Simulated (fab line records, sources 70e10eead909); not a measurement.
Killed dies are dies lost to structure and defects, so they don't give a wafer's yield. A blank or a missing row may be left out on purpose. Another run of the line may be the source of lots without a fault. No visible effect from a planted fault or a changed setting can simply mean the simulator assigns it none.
Problem report, 8D (eight disciplines) form, completed by code | flow nand-harc | the parts of the form that need people (team, actions taken, sign-off) are left out

1. WHAT IS WRONG
At NHARC_A_BLC_ETCH_17, run-length-s averages 513.4 s over 3 wafers from 2 lots, while fault-free wafers read 630.5 s, standard deviation 0.44. So: -99 or more standard deviations from the usual mean.
The step: etches the open film in N2/H2, target depth 390 nm, time 609.38 s.
Earliest sighting: wafer L287.5 on rie-diel-03 at day 21 13:47. At this step, 33 wafers from 11 lots have a number in the record. Rule for "out", or "out of limits": more than 4 standard deviations from the usual mean. The other wafers with a number count as sound.

2. WHAT THIS IS AND IS NOT
question                    | is                     | is not
which readings at this step | run-length-s           | h2-flow-sccm, oes-product-au, rf-vpp-V, showerhead-plenum-p-Torr, throttle-valve-pct
which lots                  | L285, L287             | L272, L273, L274, L275, L277, L280, L292, L293, L294
which wafers of those lots  | L285.5, L287.5, L287.6 | L285.3, L285.4, L287.1
read on which tools         | rie-diel-03            | rie-diel-08, rie-diel-12
when                        | from day 21 13:47      | up to then (19 sound wafers); but 11 sound wafers of L285, L292, L293, L294 came after

3. SUSPECTS, AND WHAT RULES EACH OUT
Counting: any tool at a process step up to the reading remains a suspect provided it ran every lot that is out. Sound lots after the first of them don't rule it out here, since some wafers of a struck lot are sound.
- rie-diel-03 at NHARC_A_BLC_ETCH_17 (etches the open film in N2/H2, target depth 390 nm, time 609.38 s): kept. It ran every lot that is out, first L287 (day 21 13:47); its last sound lot up to then is L277 (day 18 20:58). Its own run-length-s readings are out on those wafers.
After counting, what remains is rie-diel-03 at NHARC_A_BLC_ETCH_17.

4. THE CAUSE (what the simulator had put in)
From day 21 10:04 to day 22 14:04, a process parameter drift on rie-diel-03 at NHARC_A_BLC_ETCH_17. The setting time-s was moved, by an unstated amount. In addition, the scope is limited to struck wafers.
Only this tool survived the counting.

5. THE CHAIN OF EFFECTS, in route order
Each row: a reading where the mean over the struck wafers with a number is more than 3 standard deviations away from the usual. Scope: only readings with a usual standard deviation given in the record; hours: median across lots of the time from each lot's start at the first step in this table that gives one to its start at this step; sigmas: change in usual standard deviations.
hours | step                | reading      | usual   | on struck wafers | change | sigmas
0     | NHARC_A_BLC_ETCH_17 | run-length-s | 630.5 s | 513.4            | -117.1 | -99 or more
The process steps in it:
- NHARC_A_BLC_ETCH_17: etches the open film in N2/H2, target depth 390 nm, time 609.38 s.
At these later measuring or inspecting steps, every struck wafer for which the step has a row has a number for every such reading, and none has moved that far: NHARC_END_SORT_01.

6. WHAT WOULD HAVE CAUGHT IT SOONER
4 hours passed between the start of the fault at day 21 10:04 and the first reading out of limits in this record, taken at day 21 13:47.
